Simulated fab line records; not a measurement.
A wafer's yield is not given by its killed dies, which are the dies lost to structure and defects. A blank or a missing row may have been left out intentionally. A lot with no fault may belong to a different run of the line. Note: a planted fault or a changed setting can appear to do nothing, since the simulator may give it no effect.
fab line records + flow n5-finfet
record:
- lots: 10
- wafers: 30
- last-day: 20
route steps=1938 shown SD_EPI_P@321 BEOL_M4@1084 PASSIVATION@1936
lots with no fault: from the same line, run without faults
start-h: hours from the record's first day to the start of the lot's first wafer shown + wait-h: hours since the lot's step before + " as in the row above + L1.1+2: a single row standing in for several wafers + - either no value or no given start + * or withheld: withheld + < > ~ a bound
route shown NAME@n: NAME is a module with steps in the file, n the number in the route of the first one + usual: mean/standard deviation of fault-free wafers + same: alike in all rows + chamber/n: place in a boat + sites: the reading at each site + _std_site: how widely they spread, as a standard deviation + _edge_site: mean of outer sites minus mean of inner sites + radius-mm: for every site, how far away it sits from the centre of the wafer + mask NAME#n: copy n + behind: the tool/chamber that last shaped the wafer + hold: what put the lot on hold/how long, in hours/how the hold closed + device: which transistor (n, p or np) failed to switch + end of line: the tests these same wafers got at the end of their route + step lacking rows: just its recipe + killed: dies that structure and defects cost at the first sort, which is not the same as the wafer's yield + map: shows each die of a wafer: x if killed, . if not, _ if none is there
set.NAME: the setting as run; set.NAME@STEP: as run at that earlier step + model.NAME: the simulator's own value behind a step, which no gauge read
route steps across a sampled set of lots; one table per step, one row per wafer
services: from which hour (start-h, from the record's first day; less than 0 if before it) a tool's chamber was out of use, for how many hours, and why
== steps ==
step: N5_SD_EPI_P_EPI_21
recipe:
- material: SiGe:B
- dopant: B
- temp-c: 550
- pressure-torr: 20
- ambient: H2
- time-s: 355
usual:
- chamber-pressure-Torr: 20.00/0.044
- susceptor-temp-C: 550.0/0.31
| lot.wafer | tool         | chamber | start-h | wait-h | chamber-pressure-Torr | susceptor-temp-C |
|-----------|--------------|---------|---------|--------|-----------------------|------------------|
| L600.4    | epi-rpcvd-03 | 0       | 55.44   | 1.1    | 20.06                 | 550.1            |
| L600.5    | "            | 0       | "       | "      | 19.98                 | 550.2            |
| L600.6    | "            | 0       | "       | "      | 19.96                 | 550.0            |
| L601.2    | epi-rpcvd-04 | 0       | 62.03   | 0.5    | 20.00                 | 550.2            |
| L601.4    | "            | 0       | "       | "      | 19.99                 | 550.0            |
| L601.6    | "            | 0       | "       | "      | 19.97                 | 549.9            |
| L605.1    | epi-rpcvd-04 | 0       | 85.14   | 0.1    | 19.96                 | 550.4            |
| L605.2    | "            | 0       | "       | "      | 19.99                 | 549.8            |
| L605.6    | "            | 0       | 86.94   | 1.8    | 20.05                 | 550.0            |
| L611.1    | epi-rpcvd-04 | 0       | 120.67  | 0.1    | 19.92                 | 550.4            |
| L611.2    | "            | 0       | "       | "      | 19.99                 | 549.8            |
| L611.6    | "            | 0       | 122.47  | 1.8    | 19.93                 | 550.1            |
| L614.1    | epi-rpcvd-03 | 0       | 138.48  | 0.1    | 19.97                 | 550.0            |
| L614.2    | "            | 0       | "       | "      | 19.95                 | 550.4            |
| L614.5    | "            | 0       | 139.92  | 1.5    | 19.92                 | 550.2            |
| L615.1    | epi-rpcvd-03 | 0       | 145.51  | 0.1    | 19.98                 | 549.8            |
| L615.3    | "            | 0       | "       | "      | 20.05                 | 549.9            |
| L615.4    | "            | 0       | "       | "      | 19.95                 | 550.2            |
| L617.3    | epi-rpcvd-02 | 0       | 156.35  | 0.8    | 19.99                 | 550.0            |
| L617.5    | "            | 0       | "       | "      | 20.00                 | 549.8            |
| L617.6    | "            | 0       | "       | "      | 20.03                 | 549.7            |
| L619.1    | epi-rpcvd-02 | 0       | 168.61  | 0.1    | 20.01                 | 550.4            |
| L619.4    | "            | 0       | 169.69  | 1.1    | 19.90                 | 550.1            |
| L619.5    | "            | 0       | "       | "      | 19.93                 | 549.9            |
| L620.1    | epi-rpcvd-03 | 0       | 173.73  | 0.1    | 19.97                 | 549.9            |
| L620.5    | "            | 0       | 175.17  | 1.5    | 20.10                 | 549.7            |
| L620.6    | "            | 0       | "       | "      | 20.00                 | 549.9            |
| L623.1    | epi-rpcvd-02 | 0       | 194.24  | 0.1    | 19.96                 | 550.2            |
| L623.2    | "            | 0       | "       | "      | 19.97                 | 550.1            |
| L623.3    | "            | 0       | "       | "      | 20.02                 | 550.3            |
step: N5_BEOL_M4_SPUTTER_48
recipe:
- material: Cu
- target-thk-a: 45
- temp-c: -20
- chamber-pressure-pa: 0.07
- power-w: withheld
- time-s: 8.29
usual:
- susceptor-temp-C: -20.00/0.11
- throttle-valve-pct: 30.4/0.99
| lot.wafer | tool           | chamber | start-h | wait-h | susceptor-temp-C | throttle-valve-pct |
|-----------|----------------|---------|---------|--------|------------------|--------------------|
| L601.2    | pvd-sputter-01 | -       | 185.45  | 0.3    | -20.08           | 31.4               |
| L601.4    | "              | -       | "       | "      | -20.03           | 29.5               |
| L601.6    | "              | -       | "       | "      | -19.93           | 29.5               |
| L600.4    | pvd-sputter-03 | -       | 187.09  | 1.5    | -19.90           | 31.1               |
| L600.5    | "              | -       | "       | "      | -19.93           | 30.2               |
| L600.6    | "              | -       | "       | "      | -20.09           | 29.6               |
| L605.1    | pvd-sputter-03 | -       | 201.65  | 0.2    | -19.89           | 31.6               |
| L605.2    | "              | -       | "       | "      | -20.00           | 31.2               |
| L605.6    | "              | -       | "       | "      | -19.87           | 29.4               |
| L611.1    | pvd-sputter-03 | -       | 234.16  | 0.3    | -19.99           | 29.2               |
| L611.2    | "              | -       | "       | "      | -20.16           | 30.9               |
| L611.6    | "              | -       | "       | "      | -19.92           | 29.6               |
| L615.1    | pvd-sputter-03 | -       | 265.96  | 1.0    | -19.93           | 29.6               |
| L615.3    | "              | -       | "       | "      | -20.11           | 31.6               |
| L615.4    | "              | -       | "       | "      | -19.87           | 31.0               |
| L614.1    | pvd-sputter-03 | -       | 277.30  | 0.1    | -20.12           | 29.7               |
| L614.2    | "              | -       | "       | "      | -20.07           | 30.5               |
| L614.5    | "              | -       | "       | "      | -19.98           | 31.5               |
| L617.3    | pvd-sputter-03 | -       | 279.76  | 0.2    | -19.91           | 31.5               |
| L617.5    | "              | -       | "       | "      | -19.82           | 31.2               |
| L617.6    | "              | -       | "       | "      | -20.01           | 29.4               |
| L620.1    | pvd-sputter-03 | -       | 297.64  | 0.1    | -20.01           | 29.4               |
| L620.5    | "              | -       | "       | "      | -20.12           | 30.6               |
| L620.6    | "              | -       | "       | "      | -19.83           | 31.2               |
| L619.1    | pvd-sputter-02 | -       | 297.78  | 0.4    | -19.96           | 28.3               |
| L619.4    | "              | -       | "       | "      | -19.92           | 29.3               |
| L619.5    | "              | -       | "       | "      | -20.04           | 29.6               |
| L623.1    | pvd-sputter-01 | -       | 352.87  | 0.2    | -20.02           | 31.4               |
| L623.2    | "              | -       | "       | "      | -19.90           | 31.4               |
| L623.3    | "              | -       | "       | "      | -20.02           | 30.8               |
step: N5_BEOL_M4_ANNEAL_49
recipe:
- temp-c: 400
- time-s: 240
- ambient: vacuum
usual:
- heater-power-w: 851/85
- susceptor-temp-C: 400.01/0.21
| lot.wafer | tool           | chamber | start-h | wait-h | heater-power-w | susceptor-temp-C |
|-----------|----------------|---------|---------|--------|----------------|------------------|
| L601.2    | pvd-sputter-01 | -       | 185.53  | 0.0    | 871            | 399.98           |
| L601.4    | "              | -       | "       | "      | 926            | 400.13           |
| L601.6    | "              | -       | "       | "      | 966            | 399.82           |
| L600.4    | pvd-sputter-03 | -       | 187.17  | 0.0    | 794            | 400.10           |
| L600.5    | "              | -       | "       | "      | 958            | 400.24           |
| L600.6    | "              | -       | "       | "      | 817            | 400.34           |
| L605.1    | pvd-sputter-03 | -       | 201.73  | 0.0    | 773            | 399.95           |
| L605.2    | "              | -       | "       | "      | 800            | 400.21           |
| L605.6    | "              | -       | "       | "      | 805            | 399.96           |
| L611.1    | pvd-sputter-03 | -       | 234.24  | 0.0    | 791            | 400.10           |
| L611.2    | "              | -       | "       | "      | 809            | 399.62           |
| L611.6    | "              | -       | "       | "      | 795            | 400.30           |
| L615.1    | pvd-sputter-03 | -       | 266.04  | 0.0    | 802            | 399.97           |
| L615.3    | "              | -       | "       | "      | 764            | 399.83           |
| L615.4    | "              | -       | "       | "      | 808            | 400.40           |
| L614.1    | pvd-sputter-03 | -       | 277.38  | 0.0    | 790            | 400.00           |
| L614.2    | "              | -       | "       | "      | 964            | 400.11           |
| L614.5    | "              | -       | "       | "      | 784            | 400.20           |
| L617.3    | pvd-sputter-03 | -       | 279.84  | 0.0    | 780            | 400.27           |
| L617.5    | "              | -       | "       | "      | 791            | 399.80           |
| L617.6    | "              | -       | "       | "      | 794            | 400.06           |
| L620.1    | pvd-sputter-03 | -       | 297.72  | 0.0    | 808            | 400.00           |
| L620.5    | "              | -       | "       | "      | 927            | 400.41           |
| L620.6    | "              | -       | "       | "      | 796            | 400.04           |
| L619.1    | pvd-sputter-02 | -       | 297.86  | 0.0    | 995            | 399.55           |
| L619.4    | "              | -       | "       | "      | 772            | 400.01           |
| L619.5    | "              | -       | "       | "      | 785            | 399.91           |
| L623.1    | pvd-sputter-01 | -       | 352.95  | 0.0    | 942            | 400.42           |
| L623.2    | "              | -       | "       | "      | 862            | 399.91           |
| L623.3    | "              | -       | "       | "      | 881            | 400.09           |
step: N5_BEOL_M4_ANNEAL_95
recipe:
- temp-c: 400
- time-s: 240
- ambient: vacuum
usual:
- heater-power-w: 849/85
- susceptor-temp-C: 400.03/0.21
| lot.wafer | tool           | chamber | start-h | wait-h | heater-power-w | susceptor-temp-C |
|-----------|----------------|---------|---------|--------|----------------|------------------|
| L601.2    | pvd-sputter-01 | -       | 187.07  | 0.0    | 846            | 399.78           |
| L601.4    | "              | -       | "       | "      | 969            | 399.86           |
| L601.6    | "              | -       | "       | "      | 930            | 399.89           |
| L600.4    | pvd-sputter-03 | -       | 188.71  | 0.0    | 790            | 400.30           |
| L600.5    | "              | -       | "       | "      | 964            | 400.11           |
| L600.6    | "              | -       | "       | "      | 793            | 400.24           |
| L605.1    | pvd-sputter-03 | -       | 203.27  | 0.0    | 774            | 400.26           |
| L605.2    | "              | -       | "       | "      | 794            | 400.02           |
| L605.6    | "              | -       | "       | "      | 804            | 400.21           |
| L611.1    | pvd-sputter-03 | -       | 235.78  | 0.0    | 794            | 400.15           |
| L611.2    | "              | -       | "       | "      | 801            | 400.12           |
| L611.6    | "              | -       | "       | "      | 802            | 400.25           |
| L615.1    | pvd-sputter-03 | -       | 267.58  | 0.0    | 799            | 399.85           |
| L615.3    | "              | -       | "       | "      | 774            | 399.67           |
| L615.4    | "              | -       | "       | "      | 766            | 400.42           |
| L614.1    | pvd-sputter-03 | -       | 278.92  | 0.0    | 802            | 400.52           |
| L614.2    | "              | -       | "       | "      | 937            | 399.81           |
| L614.5    | "              | -       | "       | "      | 763            | 399.82           |
| L617.3    | pvd-sputter-03 | -       | 281.38  | 0.0    | 763            | 399.81           |
| L617.5    | "              | -       | "       | "      | 762            | 399.87           |
| L617.6    | "              | -       | "       | "      | 789            | 399.99           |
| L620.1    | pvd-sputter-03 | -       | 299.26  | 0.0    | 779            | 400.10           |
| L620.5    | "              | -       | "       | "      | 925            | 400.19           |
| L620.6    | "              | -       | "       | "      | 811            | 399.88           |
| L619.1    | pvd-sputter-02 | -       | 299.40  | 0.0    | 988            | 400.32           |
| L619.4    | "              | -       | "       | "      | 774            | 400.07           |
| L619.5    | "              | -       | "       | "      | 782            | 400.13           |
| L623.1    | pvd-sputter-01 | -       | 354.49  | 0.0    | 950            | 400.19           |
| L623.2    | "              | -       | "       | "      | 832            | 399.44           |
| L623.3    | "              | -       | "       | "      | 874            | 399.84           |
step: N5_BEOL_M4_RC_MEAS_101
usual:
- DIBL_N: 36.7/1.8
- DIBL_P: 37.0/2.4
- IOFF_N: 0.17/0.036
- IOFF_P: 0.22/0.042
- ION_N: 673/12
- ION_P: 462/8.5
- RS_SD_P: 65.8/1
- SS_N: 71.7/0.62
- SS_P: 73.4/0.65
- VT_N: 250/3.7
- VT_P: -250/3.7
| lot.wafer | tool      | chamber | start-h | wait-h | DIBL_N[mV/V] | DIBL_P[mV/V] | IOFF_N[nA/um] | IOFF_P[nA/um] | ION_N[uA/um] | ION_P[uA/um] | RS_SD_P[ohm/sq] | SS_N[mV/dec] | SS_P[mV/dec] | VT_N[mV] | VT_P[mV] |
|-----------|-----------|---------|---------|--------|--------------|--------------|---------------|---------------|--------------|--------------|-----------------|--------------|--------------|----------|----------|
| L601.2    | prober-02 | 0       | 188.56  | 0.2    | 38.5         | 39.0         | 0.19          | 0.25          | 671          | 461          | 66.0            | 71.5         | 73.3         | 250      | -250     |
| L601.4    | "         | 0       | "       | "      | 38.2         | 39.0         | 0.21          | 0.24          | 675          | 460          | 66.2            | 71.9         | 74.6         | 245      | -250     |
| L601.6    | "         | 0       | "       | "      | 37.8         | 37.4         | 0.19          | 0.22          | 667          | 457          | 65.3            | 72.0         | 73.4         | 250      | -249     |
| L600.4    | prober-01 | 0       | 190.83  | 0.5    | 38.0         | 39.7         | 0.19          | 0.24          | 682          | 462          | 65.1            | 72.3         | 73.6         | 247      | -250     |
| L600.5    | "         | 0       | "       | "      | 36.5         | 37.5         | 0.16          | 0.20          | 676          | 460          | 64.9            | 71.0         | 73.5         | 250      | -252     |
| L600.6    | "         | 0       | "       | "      | 37.5         | 39.1         | 0.18          | 0.23          | 678          | 458          | 65.3            | 71.5         | 74.0         | 248      | -251     |
| L605.1    | prober-01 | 0       | 204.56  | 0.0    | 37.7         | 38.4         | 0.17          | 0.21          | 670          | 455          | 65.6            | 72.2         | 73.5         | 251      | -253     |
| L605.2    | "         | 0       | "       | "      | 34.6         | 34.7         | 0.13          | 0.16          | 671          | 456          | 65.2            | 71.1         | 72.0         | 252      | -255     |
| L605.6    | "         | 0       | "       | "      | 35.9         | 35.1         | 0.14          | 0.17          | 655          | 447          | 65.8            | 71.1         | 73.6         | 252      | -254     |
| L611.1    | prober-02 | 0       | 237.03  | 0.0    | 37.4         | 38.0         | 0.18          | 0.25          | 675          | 463          | 62.8            | 71.5         | 74.1         | 248      | -249     |
| L611.2    | "         | 0       | "       | "      | 36.3         | 37.2         | 0.16          | 0.24          | 687          | 476          | 63.3            | 71.8         | 73.4         | 249      | -248     |
| L611.6    | "         | 0       | "       | "      | 37.2         | 36.4         | 0.16          | 0.21          | 689          | 470          | 66.9            | 71.9         | 73.1         | 248      | -250     |
| L615.1    | prober-02 | 0       | 269.87  | 0.0    | 38.3         | 41.0         | 0.20          | 0.29          | 686          | 484          | 67.5            | 72.5         | 74.2         | 246      | -244     |
| L615.3    | "         | 0       | "       | "      | 36.7         | 38.9         | 0.19          | 0.27          | 693          | 477          | 67.0            | 71.0         | 73.6         | 246      | -244     |
| L615.4    | "         | 0       | "       | "      | 38.1         | 40.2         | 0.22          | 0.29          | 693          | 479          | 67.5            | 71.9         | 73.2         | 241      | -246     |
| L614.1    | prober-01 | 0       | 280.22  | 0.0    | 36.7         | 38.6         | 0.16          | 0.23          | 667          | 458          | 66.0            | 71.5         | 74.3         | 250      | -251     |
| L614.2    | "         | 0       | "       | "      | 35.1         | 35.9         | 0.14          | 0.18          | 662          | 453          | 65.3            | 72.0         | 74.2         | 252      | -257     |
| L614.5    | "         | 0       | "       | "      | 37.1         | 38.7         | 0.19          | 0.23          | 691          | 466          | 65.4            | 71.7         | 74.5         | 245      | -253     |
| L617.3    | prober-02 | 0       | 282.98  | 0.3    | 39.3         | 41.1         | 0.23          | 0.29          | 690          | 478          | 66.5            | 71.9         | 73.8         | 243      | -244     |
| L617.5    | "         | 0       | "       | "      | 40.1         | 41.8         | 0.24          | 0.32          | 694          | 473          | 63.9            | 72.3         | 74.4         | 243      | -242     |
| L617.6    | "         | 0       | "       | "      | 37.9         | 40.0         | 0.21          | 0.28          | 692          | 478          | 65.5            | 72.5         | 74.2         | 243      | -242     |
| L620.1    | prober-01 | 0       | 300.55  | 0.0    | 35.7         | 34.9         | 0.15          | 0.19          | 678          | 461          | 64.4            | 71.4         | 73.1         | 251      | -249     |
| L620.5    | "         | 0       | "       | "      | 36.7         | 36.2         | 0.17          | 0.22          | 686          | 464          | 64.5            | 71.0         | 73.8         | 250      | -249     |
| L620.6    | "         | 0       | "       | "      | 32.1         | 30.0         | 0.10          | 0.14          | 662          | 456          | 65.9            | 70.7         | 72.4         | 256      | -255     |
| L619.1    | prober-02 | 0       | 300.73  | 0.0    | 39.0         | 38.1         | 0.20          | 0.21          | 679          | 459          | 65.5            | 72.0         | 72.6         | 248      | -252     |
| L619.4    | "         | 0       | "       | "      | 38.3         | 37.9         | 0.18          | 0.22          | 678          | 469          | 64.4            | 72.0         | 73.0         | 247      | -251     |
| L619.5    | "         | 0       | "       | "      | 39.3         | 38.2         | 0.21          | 0.22          | 677          | 456          | 64.7            | 72.1         | 73.0         | 248      | -249     |
| L623.1    | prober-01 | 0       | 355.73  | 0.0    | 36.6         | 36.4         | 0.15          | 0.19          | 669          | 454          | 67.1            | 71.8         | 72.8         | 251      | -252     |
| L623.2    | "         | 0       | "       | "      | 36.8         | 35.9         | 0.16          | 0.20          | 682          | 464          | 67.7            | 71.9         | 73.6         | 248      | -253     |
| L623.3    | "         | 0       | "       | "      | 35.9         | 35.0         | 0.14          | 0.18          | 670          | 455          | 67.9            | 71.6         | 73.4         | 251      | -254     |
step: N5_PASSIVATION_PROBE_49
usual:
- defect-limited-yield: 91.1/1.4
- killed_at_M0_to_M3: 32/9.3
- killed_at_M4_up: 13/5.8
- killed-at-contacts: 12/6.3
- killed-at-front-end: 44/12
- killed-at-other: 3.6/2.7
- killed-dies: 104/17
- killed-open: 69/13
- killed-short: 34/6.9
- sort_bin_5_function: 5.2/0.98
- sort_bin_6_memory: 3.3/0.59
- sort-n-pass: 1075/17
- sort-yield-pct: 91.1/1.4
same:
- gross-dies: 1180
- killed-at-back-side: 0
- sort_bin_4_leakage[%]: 0
- sort_bin_8_speed[%]: 0
| lot.wafer | tool      | chamber | start-h | wait-h | defect-limited-yield[%] | killed_at_M0_to_M3 | killed_at_M4_up | killed-at-contacts | killed-at-front-end | killed-at-other | killed-dies | killed-open | killed-short | sort_bin_5_function[%] | sort_bin_6_memory[%] | sort-n-pass | sort-yield-pct[%] |
|-----------|-----------|---------|---------|--------|-------------------------|--------------------|-----------------|--------------------|---------------------|-----------------|-------------|-------------|--------------|------------------------|----------------------|-------------|-------------------|
| L600.4    | prober-01 | -       | 288.09  | 0.2    | 90.2                    | 35                 | 11              | 10                 | 54                  | 6               | 116         | 64          | 43           | 5.9                    | 3.1                  | 1064        | 90.2              |
| L600.5    | prober-01 | -       | 288.14  | 0.2    | 91.7                    | 26                 | 5               | 13                 | 53                  | 1               | 98          | 62          | 35           | 5.3                    | 2.8                  | 1082        | 91.7              |
| L600.6    | prober-01 | -       | 288.19  | 0.3    | 91.7                    | 39                 | 12              | 11                 | 32                  | 4               | 98          | 70          | 28           | 4.7                    | 3.5                  | 1082        | 91.7              |
| L615.1    | prober-02 | -       | 391.08  | 0.0    | 92.8                    | 27                 | 13              | 16                 | 24                  | 5               | 85          | 49          | 36           | 3.9                    | 3.1                  | 1095        | 92.8              |
| L615.3    | prober-02 | -       | 391.18  | 0.1    | 92.1                    | 28                 | 10              | 11                 | 44                  | 0               | 93          | 48          | 45           | 5.1                    | 2.6                  | 1087        | 92.1              |
| L615.4    | prober-02 | -       | 391.23  | 0.2    | 90.9                    | 35                 | 17              | 24                 | 28                  | 3               | 107         | 73          | 33           | 5.7                    | 2.8                  | 1073        | 90.9              |
| L617.3    | prober-01 | -       | 398.27  | 0.1    | 91.9                    | 27                 | 9               | 11                 | 47                  | 2               | 96          | 69          | 27           | 4.9                    | 3.1                  | 1084        | 91.9              |
| L617.5    | prober-01 | -       | 398.37  | 0.2    | 90.1                    | 39                 | 6               | 26                 | 44                  | 2               | 117         | 77          | 39           | 5.5                    | 4.2                  | 1063        | 90.1              |
| L617.6    | prober-01 | -       | 398.42  | 0.3    | 91.9                    | 24                 | 13              | 14                 | 44                  | 1               | 96          | 63          | 32           | 4.7                    | 3.0                  | 1084        | 91.9              |
killed by level:class
L600.4 FIN_SAQP:geometric-particle:open=14 BEOL_M0_SAQP:geometric-particle:short=10 MOL_CONTACT_COAG:geometric-particle:open=8 BEOL_M0_SAQP:geometric-particle:open=8 STI_FIN_REVEAL:geometric-particle:open=7 GATE_CUT:geometric-particle:short=7 FIN_SAQP:geometric-particle:short=6 BEOL_M1:geometric-particle:open=6
L600.5 FIN_SAQP:geometric-particle:short=18 FIN_SAQP:geometric-particle:open=14 BEOL_M1:geometric-particle:open=9 MOL_CONTACT_COAG:geometric-particle:open=9 STI_FIN_REVEAL:geometric-particle:open=6 BEOL_M0_SAQP:geometric-particle:open=6 STARTING-WAFER:geometric-particle:open=5 MOL_CONTACT_COAG:geometric-particle:short=4
L600.6 FIN_SAQP:geometric-particle:open=13 MOL_CONTACT_COAG:geometric-particle:open=10 BEOL_M1:geometric-particle:open=9 FIN_SAQP:geometric-particle:short=8 BEOL_M3:geometric-particle:open=6 BEOL_M0_SAQP:geometric-particle:open=5 BEOL_M0:geometric-particle:open=5 BEOL_M1:geometric-particle:short=4
L615.1 MOL_CONTACT_COAG:geometric-particle:open=10 BEOL_M2:geometric-particle:open=7 MOL_CONTACT_COAG:geometric-particle:short=6 BEOL_M0_SAQP:geometric-particle:open=6 FIN_SAQP:geometric-particle:open=4 STI_FIN_REVEAL:geometric-particle:open=4 DUMMY_GATE:geometric-particle:short=4 GATE_CUT:geometric-particle:short=4
L615.3 FIN_SAQP:geometric-particle:short=15 BEOL_M0_SAQP:geometric-particle:short=11 BEOL_M2:geometric-particle:open=10 MOL_CONTACT_COAG:geometric-particle:open=8 FIN_SAQP:geometric-particle:open=5 GATE_CUT:geometric-particle:short=5 DUMMY_GATE:geometric-particle:open=4 BEOL_M0_SAQP:geometric-particle:open=4
L615.4 MOL_CONTACT_COAG:geometric-particle:open=19 BEOL_M0_SAQP:geometric-particle:short=18 BEOL_M4:geometric-particle:open=10 FIN_SAQP:geometric-particle:open=8 BEOL_M0_SAQP:geometric-particle:open=8 STI_FIN_REVEAL:geometric-particle:open=5 MOL_CONTACT_COAG:geometric-particle:short=5 BEOL_M2:geometric-particle:open=4
L617.3 FIN_SAQP:geometric-particle:open=16 BEOL_M1:geometric-particle:open=11 MOL_CONTACT_COAG:geometric-particle:open=11 FIN_SAQP:geometric-particle:short=8 BEOL_M3:geometric-particle:open=8 STI_FIN_REVEAL:geometric-particle:open=5 BEOL_M0_SAQP:geometric-particle:open=4 STARTING-WAFER:geometric-particle:short=4
L617.5 MOL_CONTACT_COAG:geometric-particle:open=21 BEOL_M1:geometric-particle:open=10 GATE_CUT:geometric-particle:short=8 FIN_SAQP:geometric-particle:open=7 BEOL_M3:geometric-particle:open=7 BEOL_M0_SAQP:geometric-particle:short=7 SPACER0:geometric-particle:open=6 MOL_CONTACT_COAG:geometric-particle:short=5
L617.6 FIN_SAQP:geometric-particle:open=13 MOL_CONTACT_COAG:geometric-particle:open=10 FIN_SAQP:geometric-particle:short=7 GATE_CUT:geometric-particle:short=6 BEOL_M0_SAQP:geometric-particle:open=5 BEOL_M4:geometric-particle:open=5 STI_FIN_REVEAL:geometric-particle:open=4 GATE_CUT:geometric-particle:open=4
== services ==
| tool           | chamber | start-h | hours | kind   |
|----------------|---------|---------|-------|--------|
| pvd-sputter-01 | -       | 59.71   | 2.3   | repair |
| pvd-sputter-01 | -       | 103.02  | 8.4   | repair |
| pvd-sputter-01 | -       | 119.50  | 1.5   | repair |
| epi-rpcvd-04   | -       | 147.42  | 0.7   | repair |
| epi-rpcvd-03   | -       | 184.25  | 4.7   | repair |
| epi-rpcvd-04   | -       | 187.36  | 0.7   | repair |
| epi-rpcvd-02   | -       | 255.06  | 0.5   | repair |
| pvd-sputter-02 | -       | 301.83  | 7.9   | repair |
== key ==
first-sign:
- step: N5_BEOL_M4_RC_MEAS_101
- reading: RS_SD_P
- direction: down
- sigmas: 2.7
- usual: 65.8
- struck: 63.1
effect none on later readings
met-at N5_SD_EPI_P_EPI_21
struck-lots L611
struck-wafers L611.1,L611.2
not-acting-at N5_BEOL_M4_SPUTTER_48,N5_BEOL_M4_ANNEAL_49,N5_BEOL_M4_ANNEAL_95
onset-between 85.14 120.67
fault:
- kind: process-parameter-drift
- tool: epi-rpcvd-04
- chamber: -
- onset-h: 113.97
- steps: N5_SD_EPI_P_EPI_21
- channel: time-s
- offset: *
- shape: step
- end-h: 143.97
- scope: struck-wafers-only
- acts-in: *
- stated: *
